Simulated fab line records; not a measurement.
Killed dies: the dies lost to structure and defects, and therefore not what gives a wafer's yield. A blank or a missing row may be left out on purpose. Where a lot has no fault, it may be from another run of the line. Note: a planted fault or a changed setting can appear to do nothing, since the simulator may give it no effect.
A struck lot beside a sound one -- flow n5_finfet -- 18 steps out of a route of 1938
Sound: the wafers L197.3, L197.4, L197.6. Struck: wafers L188.4, L188.5 (left out: L188.6, a lot-mate that was not struck); the cause follows at the end.
For every step that has rows: the tool of each side, followed by ch and its chambers, followed by its first start. Under that, the readings that differ: sound wafers -- struck wafers -- difference of the means -- sigmas: that difference in standard deviations of wafers without a fault.
alike: a reading whose means differ by less than 2 such deviations, as well as words and numbers matching on both sides. not compared: withheld readings; readings where some wafer has no value; bounds like >300 that might hide an equal value; numbers whose values overlap and for which the record gives no deviation.
Wherever a step has rows on one side only, a row that says differs or no value, or a row with sigmas, the two part there. When numbers do not overlap yet have no deviation, they are printed without sigmas and do not part them. A reading missing from all wafers of one side parts the sides only when that side holds two or more wafers.

N5_BEOL_M1_ANNEAL_82: time 240 s.
  sound on pvd_sputter-01 at day 11 19:04; struck on pvd_sputter-02 at day 9 13:53
  alike: heater_power_w, susceptor_temp_C_max
then, 1 step without rows for these wafers: N5_BEOL_M1_SPUTTER_86 (material Cu, target thk 4.5 nm, time 8.29 s).
N5_BEOL_M1_ANNEAL_87: time 240 s.
  sound on pvd_sputter-01 at day 11 19:17; struck on pvd_sputter-02 at day 9 14:06
  alike: heater_power_w, susceptor_temp_C_max
N5_BEOL_M1_SPUTTER_88: material Cu, target thk 4.5 nm, time 8.29 s.
  sound on pvd_sputter-01 at day 11 19:26; struck on pvd_sputter-02 at day 9 14:14
reading,sound,struck,difference,sigmas
throttle_valve_pct (%),28.5 29.5 28.4,30.0 31.5,+1.9,+2
  alike: substrate_temp_c
then, 2 steps without rows for these wafers: N5_BEOL_M1_ANNEAL_89 (time 240 s); N5_BEOL_M1_SPUTTER_90 (material Cu, target thk 4.5 nm, time 8.29 s).
N5_BEOL_M1_ANNEAL_91: time 240 s.
  sound on pvd_sputter-01 at day 11 19:44; struck on pvd_sputter-02 at day 9 14:32
  alike: heater_power_w, susceptor_temp_C_max
N5_BEOL_M1_SPUTTER_92: material Cu, target thk 4.5 nm, time 8.29 s.
  sound on pvd_sputter-01 at day 11 19:52; struck on pvd_sputter-02 at day 9 14:41
reading,sound,struck,difference,sigmas
throttle_valve_pct (%),28.6 29.7 28.9,30.1 31.7,+1.8,+2
  alike: substrate_temp_c
then, 4 steps without rows for these wafers: N5_BEOL_M1_ANNEAL_93 (time 240 s); N5_BEOL_M1_SPUTTER_94 (material Cu, target thk 4.5 nm, time 8.29 s); N5_BEOL_M1_ANNEAL_95 (time 240 s); N5_BEOL_M1_SPUTTER_96 (material Cu, target thk 4.5 nm, time 8.29 s).
N5_BEOL_M1_ECD_50: material Cu, target thk 300 nm.
  sound on ecd_cu-01 ch 0,1, day 11 20:27; struck on ecd_cu-02 ch 0,1, day 9 15:15
reading,sound,struck,difference,sigmas
model.Cu_of_BEOL_M1_ECD_50.thk_nm (nm),297.6 302.2 305.6,236 233,-67,
then, 1 step without rows for these wafers: N5_BEOL_M1_ANNEAL_51 (time 90 s).
N5_BEOL_M1_CMP_52: polishes, stops on SiOC, t overpolish 6.8 s, target thk 40 nm.
  sound on cmp-02 ch 0,3, day 11 20:49; struck on cmp-04 ch 1,2, day 9 15:47
reading,sound,struck,difference,sigmas
time_to_endpoint_s (s),61.6 67.5 65.8,49.3 50.7,-15.0,-5
  alike: motor_current_A
N5_BEOL_M1_THK_MEAS_53: measures by xrf.
  sound on film_metro-01 at day 11 21:06; struck on film_metro-02 at day 9 15:58
  alike: M1_THK
N5_BEOL_M4_RC_MEAS_101:
  sound on prober-02 ch 0, day 13 08:23; struck on prober-02 ch 0, day 11 04:52
  alike: DIBL_N, DIBL_P, IOFF_N, IOFF_P, ION_N, ION_P, SS_N, SS_P, VT_N, VT_P
-- record jumps: 4 days separate the struck wafers' starts on either side; left off in module BEOL_M4, taken up again in module PASSIVATION, whose first shown step is the route's number 1936 --
N5_PASSIVATION_PROBE_49:
  rows exist in the record for the struck wafers here (prober-02, day 14 23:56), but not for the sound ones

WHERE THEY PART
At N5_BEOL_M1_SPUTTER_88 first; at N5_PASSIVATION_PROBE_49 last (within this record only).

WHY: the cause the simulator had injected
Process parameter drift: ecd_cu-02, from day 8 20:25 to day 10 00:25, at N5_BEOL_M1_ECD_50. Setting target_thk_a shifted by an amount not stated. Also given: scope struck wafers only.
